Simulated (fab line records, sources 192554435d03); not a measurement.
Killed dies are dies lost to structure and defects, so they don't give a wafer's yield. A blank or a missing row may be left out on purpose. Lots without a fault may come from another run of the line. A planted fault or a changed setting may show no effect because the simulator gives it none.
Chamber matching | flow n5_finfet | N5_GATE_CUT_DESCUM_18 on rie_diel-05: 4 sister chambers
The step chemistry O2, time 7 s. 18 wafers are shown with their chamber, then 9 later ones without.

WAFERS WITH THEIR CHAMBER
wafer  | chamber | showerhead_plenum_p_Torr (Torr) | throttle_valve_pct (%) | drypump_motor_current_A (A)
L074.1 | 3       | 2.01                            | 20.32                  | 5.4
L074.4 | 1       | 2.11                            | 20.38                  | 6.2
L074.6 | 2       | 2.02                            | 20.67                  | 5.7
L075.1 | 2       | 2.02                            | 20.68                  | 5.7
L075.2 | 3       | 2.01                            | 20.30                  | 5.3
L075.3 | 0       | 2.16                            | 20.97                  | 5.0
L075.4 | 1       | 2.11                            | 20.39                  | 6.1
L075.5 | 0       | 2.16                            | 20.97                  | 5.0
L075.6 | 1       | 2.11                            | 20.39                  | 6.2
L078.1 | 3       | 2.00                            | 20.31                  | 5.3
L078.2 | 1       | 2.11                            | 20.39                  | 6.2
L078.4 | 0       | 2.16                            | 20.98                  | 5.0
L084.1 | 2       | 2.02                            | 20.68                  | 5.6
L084.3 | 1       | 2.11                            | 20.42                  | 6.2
L084.5 | 2       | 2.02                            | 20.71                  | 5.7
L085.2 | 2       | 2.02                            | 20.70                  | 5.6
L085.4 | 0       | 2.15                            | 21.00                  | 5.0
L085.6 | 0       | 2.15                            | 21.00                  | 5.0

SIGNATURES (means of the wafers above)
reading                  | chamber 0 | chamber 1 | chamber 2 | chamber 3 | scatter within a chamber
showerhead_plenum_p_Torr | 2.1560    | 2.1100    | 2.0200    | 2.0067    | 0.00365
throttle_valve_pct       | 20.9840   | 20.3940   | 20.6880   | 20.3100   | 0.0149
drypump_motor_current_A  | 5.000     | 6.180     | 5.660     | 5.333     | 0.0436
Rule: a wafer's distance from a chamber is the root of the sum, over the readings, of the square of ((its reading less the chamber's mean) divided by the reading's scatter). The wafer belongs to the nearest chamber; if the next one is less than 2 further off, it can't be placed. The scatter: the root of (the sum of the squares of (reading less its chamber's mean) over the shown wafers, divided by (wafers less chambers)).

WAFERS WITHOUT THEIR CHAMBER
wafer  | showerhead_plenum_p_Torr (Torr) | throttle_valve_pct (%) | drypump_motor_current_A (A)
L087.1 | 2.01                            | 20.70                  | 5.6
L087.2 | 2.15                            | 21.02                  | 5.0
L087.3 | 2.00                            | 20.33                  | 5.4
L087.4 | 2.10                            | 20.41                  | 6.2
L087.5 | 2.01                            | 20.71                  | 5.7
L087.6 | 2.10                            | 20.40                  | 6.2
L093.2 | 2.01                            | 20.73                  | 5.7
L093.4 | 1.99                            | 20.35                  | 5.4
L093.6 | 2.01                            | 20.74                  | 5.7

WHICH CHAMBER EACH WENT THROUGH
wafer  | from the rows above | in truth
L087.1 | 2                   | 2
L087.2 | 0                   | 0
L087.3 | 3                   | 3
L087.4 | 1                   | 1
L087.5 | 2                   | 2
L087.6 | 1                   | 1
L093.2 | 2                   | 2
L093.4 | 3                   | 3
L093.6 | 2                   | 2
Placed correctly: 9 of 9. Can't be placed from these rows: 0. Placed wrongly: 0.
